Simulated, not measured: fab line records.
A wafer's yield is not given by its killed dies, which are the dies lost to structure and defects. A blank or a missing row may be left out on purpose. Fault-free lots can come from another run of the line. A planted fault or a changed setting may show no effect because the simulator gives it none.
Problem report, 8D (eight disciplines) form, completed by code + flow nand harc + the parts of the form that need people (team, actions taken, sign-off) are left out

## 1. WHAT WENT WRONG
Mean of sort_bin_2_pct at NHARC_END_SORT_01: 96.3 % across 4 wafers in 3 lots; on wafers with no fault it is 2.6 % (standard deviation 1). That is +94 standard deviations from the usual mean.
First seen on wafer L297.3, day 28 21:28, on prober-02. The record holds 11 wafers of 4 lots with a number at this step. The rule behind "out" and "out of limits": a value lying over 4 standard deviations away from the usual mean. All remaining wafers that have a number are taken as sound.

## 2. WHAT THIS IS AND IS NOT
| question                    | is                                                                                                                  | is not                                                                              |
|-----------------------------|---------------------------------------------------------------------------------------------------------------------|-------------------------------------------------------------------------------------|
| which readings at this step | sort_bin_2_pct, defect limited yield, killed at array, killed dies, sort n pass, sort rim yield pct, sort yield pct | killed at periphery, sort_bin_3_pct, sort_bin_4_pct                                 |
| which lots                  | L297, L298, L299                                                                                                    | L306                                                                                |
| which wafers of those lots  | L297.3, L298.3, L298.4, L299.4                                                                                      | L297.2, L297.6, L298.5, L299.2, L299.5                                              |
| read on which gauges        | prober-01, prober-02                                                                                                | -                                                                                   |
| when                        | from day 28 21:28                                                                                                   | up to then (1 sound wafer); but 6 sound wafers of L297, L298, L299, L306 came after |

## 3. THE SUSPECTS, EACH WITH WHAT RULES IT OUT
Counting: a tool at a process step up to the reading stays a suspect if it ran every lot that is out. Sound lots after the first of them don't rule it out here, since some wafers of a struck lot are sound.
- the gauge at NHARC_END_SORT_01 is ruled out. The wafers that are out were read on 2 gauges (prober-01, prober-02).
- pvd sputter-01 at NHARC_A_M1_PVD_21 (deposits Cu, target thk 30 nm, time 20.49 s): kept. It ran every lot that is out, first L298 (day 27 07:42).
After counting, what remains is pvd sputter-01 at NHARC_A_M1_PVD_21.

## 4. THE CAUSE (what the simulator had put in)
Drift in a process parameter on pvd sputter-01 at NHARC_A_M1_PVD_21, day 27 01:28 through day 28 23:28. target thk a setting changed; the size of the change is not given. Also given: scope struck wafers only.
After counting, this tool was the only one left.

## 5. SEQUENCE OF EFFECTS, ordered by route
Each row: a reading where the mean over the struck wafers with a number is more than 3 standard deviations away from the usual. Readings are gone through only where the record gives a usual standard deviation; hours: the median, over the lots, of the time from a lot's start at the first step in this table giving one to that lot's start at this step; sigmas: the change measured in usual standard deviations.
| hours | step              | reading              | usual  | on struck wafers | change | sigmas |
|-------|-------------------|----------------------|--------|------------------|--------|--------|
| 0     | NHARC_END_SORT_01 | defect limited yield | 92.9 % | 0.0              | -92.9  | -39    |
| 0     | NHARC_END_SORT_01 | killed at array      | 44     | 673              | +629   | +39    |
| 0     | NHARC_END_SORT_01 | killed dies          | 48     | 677              | +629   | +39    |
| 0     | NHARC_END_SORT_01 | sort_bin_2_pct       | 2.6 %  | 96.3             | +93.8  | +94    |
| 0     | NHARC_END_SORT_01 | sort n pass          | 629    | 0                | -629   | -39    |
| 0     | NHARC_END_SORT_01 | sort rim yield pct   | 89 %   | 0                | -89    | -21    |
| 0     | NHARC_END_SORT_01 | sort yield pct       | 92.9 % | 0.0              | -92.9  | -39    |

## 6. WHAT WOULD HAVE CAUGHT IT SOONER
Counted from the fault's start at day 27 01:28, it took 44 hours until the first out-of-limits reading at a measuring or inspecting step in this record, taken at day 28 21:28.
Of the tool readings at NHARC_A_M1_PVD_21 for which the record gives a usual standard deviation, none was out on any struck wafer, so an alarm limit of 4 standard deviations on them would not have fired.
By day 28 21:28 the whole set of lots that are out, 3 in number, had already begun NHARC_A_M1_PVD_21 on pvd sputter-01. None of them would have been spared by holding the tool at that moment.
